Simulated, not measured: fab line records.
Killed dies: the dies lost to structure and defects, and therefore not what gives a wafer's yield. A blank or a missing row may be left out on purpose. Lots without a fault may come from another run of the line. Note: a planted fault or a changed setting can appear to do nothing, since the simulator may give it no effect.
Comparing a struck lot with a sound one / flow n5_finfet / 18 out of 1938 route steps
Sound: wafers L738.1, L738.2, L738.5. Wafers L744.1, L744.2, L744.5 were the ones struck. The cause comes at the end.
Order at every step that has rows: each side's tool, ch and its chambers, its first start. Under that, the readings that differ: sound wafers / struck wafers / difference of the means / sigmas: that difference in standard deviations of wafers without a fault.
alike: readings whose means differ by less than 2 such deviations, and words and numbers that are the same on both sides. not compared: withheld readings, readings that some wafer has no value for, bounds like >300 that may hide the same value, and numbers for which the record gives no deviation and whose values overlap.
Wherever a step has rows on one side only, a row that says differs or no value, or a row with sigmas, the two part there. Numbers that have no deviation but don't overlap get no sigmas and don't part them. A reading that every wafer of one side lacks parts them only if that side has two wafers or more.

N5_PASSIVATION_STRIP_14: strips in O2.
  sound on rie_diel-04 ch 1,2,3, day 13 00:58; struck on rie_diel-03 ch 1,2, day 16 03:50
  alike: drypump_motor_current_A, oes_product_au, rf_vpp_V, showerhead_plenum_p_Torr, temp_c, throttle_valve_pct
  not compared: rf_hours_counter_h
then, 3 steps without rows for these wafers: N5_PASSIVATION_ETCH_15 (etches SiCN in CF4/N2, target depth 75 nm, time 81.2 s); N5_PASSIVATION_STRIP_73 (strips in post etch residue remover, time 60 s); N5_PASSIVATION_SRD_17 (time 30 s, dry time 30 s).
N5_PASSIVATION_DEGAS_18: time 60 s.
  sound on pvd_sputter-01 at day 13 01:42; struck on pvd_sputter-03 at day 16 04:25
  alike: heater_power_w
N5_PASSIVATION_PRE_CLEAN_19:
  sound on pvd_sputter-01 at day 13 01:44; struck on pvd_sputter-03 at day 16 04:27
  alike: heater_power_w
N5_PASSIVATION_SPUTTER_20: material TaN, target thk 50 nm.
  sound on pvd_sputter-01 at day 13 01:47; struck on pvd_sputter-03 at day 16 04:29
  alike: substrate_temp_c, throttle_valve_pct
N5_PASSIVATION_AL_DEP_21: deposits Al, target thk 2800 nm, time 170 s.
  sound on pvd_sputter-01 at day 13 01:53; struck on pvd_sputter-03 at day 16 04:35
  alike: substrate_temp_c, throttle_valve_pct
then, 4 steps without rows for these wafers: N5_PASSIVATION_HMDS_23 (time 60 s); N5_PASSIVATION_COAT_24; N5_PASSIVATION_EBR_26; N5_PASSIVATION_SOFTBAKE_25 (time 90 s).
N5_PASSIVATION_EXPOSE_27: exposes mask PAD, defocus 0 nm.
  sound on krf_scanner-02 ch 0, day 13 02:10; struck on krf_scanner-02 ch 0, day 16 04:53
reading=exposure_dose_mJ_cm2; sound=32.301 32.232 32.289; struck=22.858 22.897 22.859; difference=-9.403; sigmas=-99 or more
  alike: mask, focus_offset_nm
then, 3 steps without rows for these wafers: N5_PASSIVATION_PEB_28; N5_PASSIVATION_DEVELOP_29 (develop time 60 s); N5_PASSIVATION_HARDBAKE_31 (time 120 s).
N5_PASSIVATION_CD_MEAS_30 targets a cd of 4000 nm.
  sound on cd_sem-03 ch 0, day 13 02:21; struck on cd_sem-02 ch 0, day 16 05:04
reading=cd_nm (nm); sound=3999.7 3999.2 3996.8; struck=3938.6 3939.3 3937.0; difference=-60.3; sigmas=-46
N5_PASSIVATION_OVL_MEAS_63:
  sound on overlay-01 ch 0, day 13 02:23; struck on overlay-02 ch 0, day 16 05:06
  alike: PAD_OVL

## WHERE THEY PART
At N5_PASSIVATION_EXPOSE_27 first; at N5_PASSIVATION_CD_MEAS_30 last (within this record only). Later steps at which nothing parts them and some readings are alike: N5_PASSIVATION_OVL_MEAS_63.

WHY: whatever the simulator had introduced
Process parameter drift: krf_scanner-02, from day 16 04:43 on, at N5_PASSIVATION_EXPOSE_27. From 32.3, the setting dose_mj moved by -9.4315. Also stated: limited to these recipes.
